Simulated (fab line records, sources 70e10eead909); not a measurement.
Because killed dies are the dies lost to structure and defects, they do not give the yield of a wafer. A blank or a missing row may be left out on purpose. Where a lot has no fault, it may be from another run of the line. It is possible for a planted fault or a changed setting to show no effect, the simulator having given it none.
Chamber matching | flow nand harc | pecvd-01 running NHARC_P_M0_PRE_CLEAN_31: 3 sister chambers
The step time 12 s. 6 wafers are shown with their chamber, then 12 later ones without.

EACH WAFER AND ITS CHAMBER
wafer  | chamber | heater power w (W)
L084.2 | 0       | 599
L085.4 | 2       | 671
L085.6 | 0       | 624
L086.2 | 2       | 637
L086.3 | 1       | 646
L086.6 | 1       | 645

WAFERS WITHOUT THEIR CHAMBER
wafer  | heater power w (W)
L089.2 | 626
L089.4 | 697
L089.5 | 585
L090.2 | 569
L090.5 | 655
L090.6 | 646
L091.2 | 615
L091.3 | 697
L091.6 | 571
L091.1 | 552
L091.4 | 606
L091.5 | 701

CHAMBER TAKEN BY EACH
wafer  | from the rows above          | in truth
L089.2 | can't be placed: 0 or 1 or 2 | 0
L089.4 | can't be placed: 2 or 1      | 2
L089.5 | can't be placed: 0 or 1      | 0
L090.2 | can't be placed: 0 or 1      | 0
L090.5 | can't be placed: 2 or 1      | 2
L090.6 | can't be placed: 1 or 2 or 0 | 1
L091.2 | can't be placed: 0 or 1      | 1
L091.3 | can't be placed: 2 or 1      | 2
L091.6 | can't be placed: 0 or 1      | 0
L091.1 | can't be placed: 0 or 1      | 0
L091.4 | can't be placed: 0 or 1      | 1
L091.5 | can't be placed: 2 or 1      | 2
0 of 12 placed correctly. Cannot be placed on the basis of these rows: 12; the candidates contain the true chamber in 12. Number placed wrongly: 0.
How it was worked out, from the rows above alone: a wafer's distance from a chamber is the root of the sum, over the readings, of the square of ((its reading less the chamber's mean) divided by the reading's scatter). The wafer belongs to the nearest chamber; if the next one is less than 2 further off, it can't be placed. A chamber's mean is the mean of its shown wafers. The scatter: take each reading less its chamber's mean, square it, sum over the shown wafers, divide by the number of wafers less the number of chambers, and take the root.
